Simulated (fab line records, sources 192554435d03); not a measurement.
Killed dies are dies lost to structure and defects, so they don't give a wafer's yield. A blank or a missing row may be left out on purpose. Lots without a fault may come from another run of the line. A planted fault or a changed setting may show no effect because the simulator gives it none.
fab line records | flow n5_finfet
record lots=7 wafers=21
route steps=1938 shown BEOL_M8@1339 BEOL_M10@1476 BEOL_M12@1602 BEOL_M14@1722 BEOL_M15@1808
start_h: hours from the record's first day to the start of the lot's first wafer shown | wait_h: hours since the lot's step before | " the same as in the row above | L1.1+2: a row that stands for several wafers | - no value, or no start given | * or withheld: withheld | < > ~ a bound
route shown NAME@n: a module of which the file shows steps, and the number in the route of the first | usual: mean/standard deviation of fault-free wafers | same: alike in all rows | chamber/n: place in a boat | sites: the reading at each site | _std_site: their standard deviation | _edge_site: outer sites' mean less inner sites' | radius_mm: how far each site lies from the wafer's centre | mask NAME#n: copy n | behind: the tool/chamber that last shaped the wafer | hold: why the lot was held/for how many hours/how that ended | device: the transistor (n, p or np) that didn't switch | end of line: the same wafers' tests at the end of the route | a step without rows: its recipe alone | killed: dies lost to structure and defects at the first sort, not the wafer's yield | map: a wafer's dies, x killed, . not, _ none there
set.NAME: the setting as run; set.NAME@STEP: as run at that earlier step | model.NAME: the simulator's own value behind a step, which no gauge read
lots whose settings were changed on purpose; a table a step, a row a wafer
## steps
# step N5_BEOL_M8_COAT_05
# recipe resist=CAR-ArF spin_rpm=1500 resist_thk_nm=90
# columns lot.wafer tool chamber start_h wait_h set.spin_rpm model.CAR-ArF_of_BEOL_M8_COAT_05.thk_nm
L078.1+5 litho_track-02 0 - - 1500 90
L078.3 " 0 " " 1651 86
L080.2 litho_track-02 0 - - 1335 95.6
L080.3 " 0 " " 1500 90
L080.4 " 0 " " 1335 95.4
L082.3+6 litho_track-04 0 - - 1500 90
L082.5 " 0 " " 1500 90.2
L085.1 litho_track-05 0 - - 1500 90
L085.5 " 0 " " 1421 92.4
L085.6 " 0 " " 1500 89.4
L089.3 litho_track-02 0 - - 1500 90
L089.5+6 " 0 " " 1583 87.6
L092.2 litho_track-04 0 - - 1500 89.2
L092.5 " 0 " " 1500 89.6
L092.6 " 0 " " 1500 89.4
L094.1+4 litho_track-02 0 - - 1596 87
L094.3 " 0 " " 1500 90
# step N5_BEOL_M8_EBR_07
# recipe solvent=PGMEA ebr_width_mm=1.5
# step N5_BEOL_M8_SOFTBAKE_06
# recipe temp_c=110 time_s=60 resist=CAR-ArF
# step N5_BEOL_M8_EXPOSE_08
# recipe mask_id=M8 na=1.35 source_shape=dipole sigma_inner=0.817 sigma_outer=0.97 polarization=te dose_mj=68.25
# step N5_BEOL_M8_PEB_09
# recipe peb_temp_c=withheld peb_time_s=60 resist=CAR-ArF
# step N5_BEOL_M8_DEVELOP_10
# recipe develop_time_s=30 developer=TMAH resist=CAR-ArF rinse_liquid=diw dry=air_spin dev_temp_c=23
# columns lot.wafer tool chamber start_h wait_h set.spin_rpm@BEOL_M8_COAT_05 model.CAR-ArF_of_BEOL_M8_COAT_05.thk_nm
L078.1 litho_track-05 0 - - 1500 88.2
L078.3 " 0 " " 1651 84.2
L078.5 " 0 " " 1500 88.4
L080.2+4 litho_track-05 0 - - 1335 93.8
L080.3 " 0 " " 1500 88.4
L082.3 litho_track-04 0 - - 1500 88.2
L082.5+6 " 0 " " 1500 88.4
L085.1 litho_track-02 0 - - 1500 88.2
L085.5 " 0 " " 1421 90.6
L085.6 " 0 " " 1500 87.8
L089.3 litho_track-05 0 - - 1500 88.4
L089.5+6 " 0 " " 1583 86
L092.2+6 litho_track-04 0 - - 1500 87.6
L092.5 " 0 " " 1500 87.8
L094.1+4 litho_track-05 0 - - 1596 85.4
L094.3 " 0 " " 1500 88.2
# step N5_BEOL_M8_DESCUM_16
# recipe chemistry=O2 time_s=7.9 source_power_w=50 bias_power_w=20 pressure_mtorr=20 rf_frequency_hz=2.712e+07 temp_c=40 resist=CAR-ArF o2_flow_sccm=225
# step N5_BEOL_M8_ETCH_61
# recipe chemistry=CF4 target=SiARC target_depth_a=455 mask_material=CAR-ArF time_s=75.8 ion_energy_ev=80 pressure_mtorr=40 source_w=545 bias_w=36 Ar_flow_sccm=100 cf4_flow_sccm=100 ends=cleared
# columns lot.wafer tool chamber start_h wait_h set.spin_rpm@BEOL_M8_COAT_05 model.CAR-ArF_of_BEOL_M8_COAT_05.thk_nm
L078.1+5 rie_diel-01 0 209.46 0.0 1500 51
L078.3 " 1 " " 1651 46.8
L080.2 rie_diel-04 3 217.69 0.0 1335 56.4
L080.3 " 1 " " 1500 51.2
L080.4 " 2 " " 1335 56.2
L082.3 rie_diel-01 0 243.55 0.0 1500 50.8
L082.5+6 " 0,1 " " 1500 51
L085.1 rie_diel-01 2 263.02 0.0 1500 51
L085.5 " 2 " " 1421 53.2
L085.6 " 3 " " 1500 50.4
L089.3 rie_diel-04 1 277.33 0.0 1500 50.8
L089.5+6 " 2,1 " " 1583 48.4
L092.2 rie_diel-04 2 310.93 0.0 1500 50.2
L092.5 " 0 " " 1500 50.6
L092.6 " 2 " " 1500 50.4
L094.1+4 rie_diel-05 0,1 314.97 0.0 1596 48
L094.3 " 3 " " 1500 50.8
# step N5_BEOL_M10_COAT_60
# recipe resist=SiARC temp_c=220 time_s=60 spin_rpm=1500 resist_thk_nm=30
# columns lot.wafer tool chamber start_h wait_h set.spin_rpm model.SiARC_of_BEOL_M10_COAT_60.thk_nm
L078.1+5 litho_track-01 0 - - 1565 29.2
L078.3 " 0 " " 1500 29.8
L080.2+4 litho_track-04 0 - - 1419 30.8
L080.3 " 0 " " 1500 30
L082.3+5+6 litho_track-01 0 - - 1500 30.2
L085.1 litho_track-01 0 - - 1500 30.2
L085.5 " 0 " " 1500 30
L085.6 " 0 " " 1418 31
L089.3+6 litho_track-01 0 - - 1637 28.8
L089.5 " 0 " " 1500 30
L092.2+6 litho_track-04 0 - - 1500 30
L092.5 " 0 " " 1500 29.8
L094.1+3+4 litho_track-01 0 - - 1500 30
# step N5_BEOL_M10_EXPOSE_08
# recipe mask_id=M10 na=1.35 source_shape=dipole sigma_inner=0.411 sigma_outer=0.611 polarization=te dose_mj=53.75
# columns lot.wafer tool chamber start_h wait_h mask set.dose_mj
L078.1+3 arfi_scanner-02 0 225.54 - M10#0 53.75
L078.5 " 0 " " M10#0 56.27
L080.2+3 arfi_scanner-03 0 234.78 - M10#0 52.73
L080.4 " 0 " " M10#0 53.75
L082.3+5+6 arfi_scanner-01 0 261.46 - M10#0 53.75
L085.1+5+6 arfi_scanner-01 0 279.25 - M10#0 53.75
L089.3 arfi_scanner-03 0 293.10 - M10#0 54.93
L089.5+6 " 0 " " M10#0 53.75
L092.2 arfi_scanner-02 0 327.54 - M10#0 56.49
L092.5+6 " 0 " " M10#0 53.75
L094.1 arfi_scanner-02 0 331.70 - M10#0 55.42
L094.3+4 " 0 " " M10#0 53.75
# step N5_BEOL_M10_PEB_09
# recipe peb_temp_c=withheld peb_time_s=60 resist=CAR-ArF
# step N5_BEOL_M10_DEVELOP_10
# recipe develop_time_s=30 developer=TMAH resist=CAR-ArF rinse_liquid=diw dry=air_spin dev_temp_c=23
# step N5_BEOL_M10_CD_MEAS_11
# recipe target_cd_nm=64.1 landing_energy_ev=500 detector=se_inlens polarity=opening
# usual cd_nm=64.5/0.67
# columns lot.wafer tool chamber start_h wait_h set.dose_mj@BEOL_M10_EXPOSE_08 cd_nm
L078.1 cd_sem-02 0 225.67 - 53.75 64.3
L078.3 " 0 " " 53.75 64.5
L078.5 " 0 " " 56.27 67.8
L080.2 cd_sem-02 0 234.91 - 52.73 63.4
L080.3 " 0 " " 52.73 64.3
L080.4 " 0 " " 53.75 64.1
L082.3 cd_sem-01 0 261.58 - 53.75 64.6
L082.5 " 0 " " 53.75 64.6
L082.6 " 0 " " 53.75 64.7
L085.1 cd_sem-01 0 279.38 - 53.75 64.4
L085.5 " 0 " " 53.75 63.5
L085.6 " 0 " " 53.75 63.8
L089.3 cd_sem-01 0 293.21 - 54.93 64.3
L089.5 " 0 " " 53.75 63.0
L089.6 " 0 " " 53.75 63.2
L092.2 cd_sem-01 0 327.66 - 56.49 67.5
L092.5 " 0 " " 53.75 65.9
L092.6 " 0 " " 53.75 65.3
L094.1 cd_sem-01 0 331.83 - 55.42 66.6
L094.3 " 0 " " 53.75 64.1
L094.4 " 0 " " 53.75 65.0
# step N5_BEOL_M10_DESCUM_16
# recipe chemistry=O2 time_s=7.9 source_power_w=50 bias_power_w=20 pressure_mtorr=20 rf_frequency_hz=2.712e+07 temp_c=40 resist=CAR-ArF o2_flow_sccm=225
# step N5_BEOL_M10_ETCH_61
# recipe chemistry=CF4 target=SiARC target_depth_a=390 mask_material=CAR-ArF time_s=65 ion_energy_ev=80 pressure_mtorr=40 source_w=545 bias_w=36 Ar_flow_sccm=100 cf4_flow_sccm=100 ends=cleared
# columns lot.wafer tool chamber start_h wait_h set.spin_rpm@BEOL_M10_COAT_60 model.etch.depth_nm model.CAR-ArF_of_BEOL_M10_COAT_05.thk_nm
L078.1 rie_diel-01 3 225.79 0.0 1565 29.24 56.2
L078.3 " 0 " " 1500 29.89 55.6
L078.5 " 1 " " 1565 29.22 56
L080.2 rie_diel-04 3 235.03 0.0 1419 30.83 54.6
L080.3 " 2 " " 1500 29.95 55.4
L080.4 " 0 " " 1419 30.85 54
L082.3 rie_diel-04 1 261.91 0.0 1500 30.26 55.8
L082.5 " 3 " " 1500 30.21 55.6
L082.6 " 0 " " 1500 30.19 55.8
L085.1 rie_diel-04 3 279.63 0.0 1500 30.21 55.8
L085.5 " 0 " " 1500 30.06 55.6
L085.6 " 3 " " 1418 30.94 55.2
L089.3 rie_diel-05 0 294.14 0.0 1637 28.85 56.8
L089.5 " 2 " " 1500 30.09 55.6
L089.6 " 3 " " 1637 28.83 56.8
L092.2 rie_diel-04 1 327.78 0.0 1500 29.98 55.2
L092.5 " 3 " " 1500 29.88 55.2
L092.6 " 0 " " 1500 29.9 55.2
L094.1 rie_diel-05 0 332.37 0.0 1500 30 55.8
L094.3 " 2 " " 1500 30.09 55.8
L094.4 " 1 " " 1500 30.04 55.6
# step N5_BEOL_M12_ILD_DEP_00
# recipe material=SiOC target_thk_a=6589.2 temp_c=350 precursor=DEMS/O2 pressure_torr=5 rf_w=500 time_s=130.7
# columns lot.wafer tool chamber start_h wait_h set.time_s model.SiOC_of_BEOL_M12_ILD_DEP_00.thk_nm
L078.1 pecvd-04 0 240.09 0.0 143.7 719.2
L078.3 " 1 " " 130.7 642.2
L078.5 " 0 " " 130.7 666.4
L080.2 pecvd-01 2 249.34 0.0 130.7 648.4
L080.3 " 2 " " 114.1 573
L080.4 " 1 " " 130.7 651.4
L082.3 pecvd-01 2 275.01 0.0 130.7 657.8
L082.5 " 1 " " 130.7 658
L082.6 " 0 " " 130.7 665.8
L085.1 pecvd-01 1 291.22 0.0 113.9 564.4
L085.5 " 0 " " 130.7 663
L085.6 " 1 " " 113.9 574
L089.3 pecvd-02 0 307.74 0.0 136 683.8
L089.5 " 0 " " 136 683.2
L089.6 " 2 " " 130.7 670.4
L092.2 pecvd-02 0 341.09 0.0 130.7 661
L092.5 " 2 " " 130.7 665.2
L092.6 " 1 " " 140.4 715.6
L094.1 pecvd-01 1 346.66 0.0 130.7 659
L094.3 " 2 " " 130.7 656.4
L094.4 " 0 " " 130.7 667.8
# step N5_BEOL_M12_THK_MEAS_01
# recipe reads=SiOC_of_BEOL_M12_ILD_DEP_00
# usual M12_ILD_THK=660/8.7
# columns lot.wafer tool chamber start_h wait_h set.time_s@BEOL_M12_ILD_DEP_00 M12_ILD_THK[nm]
L078.1 film_metro-01 - 240.22 0.1 143.7 719
L078.3 " - " " 130.7 642
L078.5 " - " " 130.7 666
L080.2 film_metro-01 - 249.52 0.1 130.7 649
L080.3 " - " " 114.1 573
L080.4 " - " " 130.7 651
L082.3 film_metro-01 - 275.14 0.1 130.7 657
L082.5 " - " " 130.7 658
L082.6 " - " " 130.7 666
L085.1 film_metro-01 - 291.36 0.1 113.9 565
L085.5 " - " " 130.7 663
L085.6 " - " " 113.9 575
L089.3 film_metro-01 - 307.88 0.1 136 684
L089.5 " - " " 136 683
L089.6 " - " " 130.7 670
L092.2 film_metro-01 - 341.22 0.1 130.7 661
L092.5 " - " " 130.7 665
L092.6 " - " " 140.4 715
L094.1 film_metro-01 - 346.79 0.1 130.7 659
L094.3 " - " " 130.7 656
L094.4 " - " " 130.7 668
# step N5_BEOL_M12_PEB_08
# recipe peb_temp_c=130 peb_time_s=90
# columns lot.wafer tool chamber start_h wait_h set.peb_time_s
L078.1+3+5 litho_track-03 0 240.53 0.1 90
L080.2 litho_track-02 0 249.83 0.0 90
L080.3+4 " 0 " " 75.48
L082.3+5+6 litho_track-01 0 275.46 0.0 90
L085.1 litho_track-02 0 291.67 0.1 81.33
L085.5+6 " 0 " " 90
L089.3+5+6 litho_track-01 0 308.19 0.0 90
L092.2+6 litho_track-02 0 341.41 0.0 90
L092.5 " 0 " " 78.03
L094.1+4 litho_track-01 0 347.10 0.1 74.33
L094.3 " 0 " " 90
# step N5_BEOL_M12_DEVELOP_09
# recipe develop_time_s=45 rinse_liquid=diw dry=air_spin dev_temp_c=21
# step N5_BEOL_M12_HARDBAKE_14
# recipe temp_c=130 time_s=120
# step N5_BEOL_M12_DESCUM_15
# recipe chemistry=O2 time_s=7.9 source_power_w=50 bias_power_w=20 pressure_mtorr=20 rf_frequency_hz=2.712e+07 temp_c=40 o2_flow_sccm=225
# step N5_BEOL_M12_ETCH_59
# recipe chemistry=N2/H2 target=BARC target_depth_a=890 overetch_a=267 time_s=67.9 ion_energy_ev=200 pressure_mtorr=30 source_w=840 bias_w=150 n2_flow_sccm=200 h2_flow_sccm=200
# step N5_BEOL_M12_VIA_ETCH_16
# recipe chemistry=C4F8/O2/Ar target=SiOC pressure_mtorr=30 source_w=3000 bias_w=700 Ar_flow_sccm=400 C4F8_flow_sccm=15 O2_flow_sccm=8 he_inner_torr=15 he_outer_torr=30 target_depth_a=7248 time_s=withheld ion_energy_ev=250 ends=cleared
# columns lot.wafer tool chamber start_h wait_h set.time_s@BEOL_M12_ILD_DEP_00 model.etch.depth_nm model.coat_of_BEOL_M12_COAT_04.thk_nm
L078.1 rie_diel-05 3 240.82 0.0 * 719.3 104.4
L078.3 " 2 " " * 642.3 127.4
L078.5 " 2 " " * 666.4 119
L080.2 rie_diel-04 0 250.12 0.0 * 648.4 125.6
L080.3 " 2 " " * 572.9 151.2
L080.4 " 3 " " * 651.5 130
L082.3 rie_diel-01 3 275.83 0.0 * 657.8 122.6
L082.5 " 3 " " * 658 122
L082.6 " 2 " " * 665.7 122.8
L085.1 rie_diel-04 0 291.96 0.0 * 564.5 151.6
L085.5 " 0 " " * 663 121.6
L085.6 " 3 " " * 574.1 152.2
L089.3 rie_diel-04 2 308.48 0.0 * 683.8 118
L089.5 " 2 " " * 683.2 118.8
L089.6 " 1 " " * 670.4 124.2
L092.2 rie_diel-04 3 342.45 0.0 * 661 123
L092.5 " 0 " " * 665.2 121
L092.6 " 1 " " * 715.5 108.6
L094.1 rie_diel-04 2 347.39 0.0 * 658.9 124.2
L094.3 " 3 " " * 656.3 127.2
L094.4 " 1 " " * 667.7 124
# step N5_BEOL_M12_STRIP_63
# recipe chemistry=N2/H2 power_w=1000 temp_c=250 h2_frac=0.65 overash_fraction=0.3 pressure_mtorr=1000 n2_flow_sccm=1750 h2_flow_sccm=3250
# usual strip_time_to_endpoint_s=42.8/0.86
# columns lot.wafer tool chamber start_h wait_h set.time_s@BEOL_M12_ILD_DEP_00 strip_time_to_endpoint_s
L078.1 plasma_asher-01 1 241.02 - 143.7 37.4
L078.3 " 1 " " 130.7 43.6
L078.5 " 1 " " 130.7 41.4
L080.2 plasma_asher-01 0 250.32 - 130.7 43.2
L080.3 " 0 " " 114.1 50.0
L080.4 " 1 " " 130.7 44.4
L082.3 plasma_asher-02 0 276.05 - 130.7 42.4
L082.5 " 0 " " 130.7 42.2
L082.6 " 1 " " 130.7 42.4
L085.1 plasma_asher-02 1 292.16 - 113.9 50.1
L085.5 " 1 " " 130.7 42.1
L085.6 " 0 " " 113.9 50.2
L089.3 plasma_asher-02 1 308.70 - 136 41.1
L089.5 " 1 " " 136 41.3
L089.6 " 0 " " 130.7 42.8
L092.2 plasma_asher-01 1 342.65 - 130.7 42.5
L092.5 " 1 " " 130.7 41.9
L092.6 " 0 " " 140.4 38.6
L094.1 plasma_asher-02 1 347.59 - 130.7 42.8
L094.3 " 1 " " 130.7 43.6
L094.4 " 0 " " 130.7 42.7
# step N5_BEOL_M14_EXPOSE_07
# recipe mask_id=V13 na=0.8 source_shape=annular sigma_inner=0.5 sigma_outer=0.8 polarization=unpolarized attpsm_phase_deg=180 dose_mj=57
# columns lot.wafer tool chamber start_h wait_h mask set.dose_mj
L078.1+3+5 krf_scanner-02 0 258.15 - V13#0 57
L080.2 krf_scanner-01 0 263.89 - V13#0 57
L080.3+4 " 0 " " V13#0 55.49
L082.3+5+6 krf_scanner-02 0 286.17 - V13#0 57
L085.1+6 krf_scanner-01 0 304.85 - V13#0 57
L085.5 " 0 " " V13#0 58.94
L089.3+6 krf_scanner-01 0 317.41 - V13#0 57
L089.5 " 0 " " V13#0 58.8
L092.2+5+6 krf_scanner-01 0 351.92 - V13#0 57
L094.1 krf_scanner-01 0 358.31 - V13#0 57
L094.3+4 " 0 " " V13#0 59.77
# step N5_BEOL_M14_PEB_08
# recipe peb_temp_c=130 peb_time_s=90
# step N5_BEOL_M14_DEVELOP_09
# recipe develop_time_s=45 rinse_liquid=diw dry=air_spin dev_temp_c=21
# step N5_BEOL_M14_STRIP_71
# recipe chemistry=post_etch_residue_remover time_s=60 temp_c=25 remover_ph=withheld remover_water_wt_pct=withheld remover_fluoride_wt_pct=withheld
# step N5_BEOL_M14_SRD_72
# recipe time_s=30 temp_c=23 rinse_liquid=diw dry=n2_spin spin_rpm=1500 dry_time_s=30
# step N5_BEOL_M14_CD_MEAS_17
# recipe target_cd_nm=250 polarity=opening
# usual cd_nm=248.8/2.9
# columns lot.wafer tool chamber start_h wait_h set.dose_mj@BEOL_M14_EXPOSE_07 cd_nm
L078.1 cd_sem-01 - 258.97 0.0 57 252.0
L078.3 " - " " 57 254.3
L078.5 " - " " 57 251.7
L080.2 cd_sem-01 - 264.59 0.0 57 246.8
L080.3 " - " " 55.49 242.6
L080.4 " - " " 55.49 244.6
L082.3 cd_sem-02 - 286.89 0.0 57 245.0
L082.5 " - " " 57 248.0
L082.6 " - " " 57 247.6
L085.1 cd_sem-03 - 305.55 0.0 57 245.7
L085.5 " - " " 58.94 253.2
L085.6 " - " " 57 245.8
L089.3 cd_sem-01 - 318.10 0.0 57 247.0
L089.5 " - " " 58.8 255.3
L089.6 " - " " 57 251.7
L092.2 cd_sem-01 - 352.61 0.0 57 247.5
L092.5 " - " " 57 246.9
L092.6 " - " " 57 247.8
L094.1 cd_sem-01 - 359.03 0.0 57 247.0
L094.3 " - " " 59.77 254.4
L094.4 " - " " 59.77 257.3
# step N5_BEOL_M15_ETCH_61
# recipe chemistry=N2/H2 target=BARC target_depth_a=890 overetch_a=267 time_s=67.9 ion_energy_ev=200 pressure_mtorr=30 source_w=840 bias_w=150 n2_flow_sccm=200 h2_flow_sccm=200
# columns lot.wafer tool chamber start_h wait_h set.time_s model.coat_of_BEOL_M15_COAT_22.thk_nm
L078.1 rie_diel-06 2 265.28 0.0 67.9 713.6
L078.3 " 3 " " 55.08 732.6
L078.5 " 3 " " 55.08 733.6
L080.2 rie_diel-06 0 270.92 0.0 67.9 718.8
L080.3 " 1 " " 56.04 729.8
L080.4 " 2 " " 67.9 713.8
L082.3+5 rie_diel-02 0 297.08 0.0 67.9 720
L082.6 " 1 " " 67.9 715.8
L085.1 rie_diel-03 2 310.85 0.0 67.9 720.4
L085.5 " 3 " " 67.9 727
L085.6 " 0 " " 67.9 721
L089.3+6 rie_diel-02 3 325.87 0.0 60.55 723.6
L089.5 " 2 " " 67.9 720.2
L092.2 rie_diel-03 3 362.08 0.0 67.9 722.4
L092.5 " 2 " " 78.79 703.6
L092.6 " 3 " " 78.79 707.8
L094.1 rie_diel-02 2 366.99 0.0 79.79 706.2
L094.3 " 0 " " 79.79 711
L094.4 " 1 " " 67.9 718.4
## key
split step=N5_BEOL_M8_COAT_05 setting=spin_rpm stated=1500 by=wafer
response step=N5_BEOL_M8_COAT_05 reading=model.CAR-ArF_of_BEOL_M8_COAT_05.thk_nm change=-0.458 per=1% r=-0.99
response step=N5_BEOL_M8_DEVELOP_10 reading=model.CAR-ArF_of_BEOL_M8_COAT_05.thk_nm change=-0.453 per=1% r=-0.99
response step=N5_BEOL_M8_ETCH_61 reading=model.CAR-ArF_of_BEOL_M8_COAT_05.thk_nm change=-0.444 per=1% r=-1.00
split step=N5_BEOL_M10_COAT_60 setting=spin_rpm stated=1500 by=wafer
response step=N5_BEOL_M10_COAT_60 reading=model.SiARC_of_BEOL_M10_COAT_60.thk_nm change=-0.141 per=1% r=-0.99
response step=N5_BEOL_M10_ETCH_61 reading=model.etch.depth_nm change=-0.145 per=1% r=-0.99
response step=N5_BEOL_M10_ETCH_61 reading=model.CAR-ArF_of_BEOL_M10_COAT_05.thk_nm change=+0.135 per=1% r=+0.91
split step=N5_BEOL_M10_EXPOSE_08 setting=dose_mj stated=53.75 by=wafer
response step=N5_BEOL_M10_CD_MEAS_11 reading=cd_nm change=+0.533 per=1% r=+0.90
split step=N5_BEOL_M12_ILD_DEP_00 setting=time_s stated=130.7 by=wafer
response step=N5_BEOL_M12_ILD_DEP_00 reading=model.SiOC_of_BEOL_M12_ILD_DEP_00.thk_nm change=+6.58 per=1% r=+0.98
response step=N5_BEOL_M12_THK_MEAS_01 reading=M12_ILD_THK change=+6.57 per=1% r=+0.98
response step=N5_BEOL_M12_VIA_ETCH_16 reading=model.etch.depth_nm change=+6.58 per=1% r=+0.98
response step=N5_BEOL_M12_VIA_ETCH_16 reading=model.coat_of_BEOL_M12_COAT_04.thk_nm change=-2.01 per=1% r=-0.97
response step=N5_BEOL_M12_STRIP_63 reading=strip_time_to_endpoint_s change=* per=1% r=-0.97
split step=N5_BEOL_M12_PEB_08 setting=peb_time_s stated=90 by=wafer
response none clear
split step=N5_BEOL_M14_EXPOSE_07 setting=dose_mj stated=57 by=wafer
response step=N5_BEOL_M14_CD_MEAS_17 reading=cd_nm change=+1.83 per=1% r=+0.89
split step=N5_BEOL_M15_ETCH_61 setting=time_s stated=67.9 by=wafer
response step=N5_BEOL_M15_ETCH_61 reading=model.coat_of_BEOL_M15_COAT_22.thk_nm change=-0.805 per=1% r=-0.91
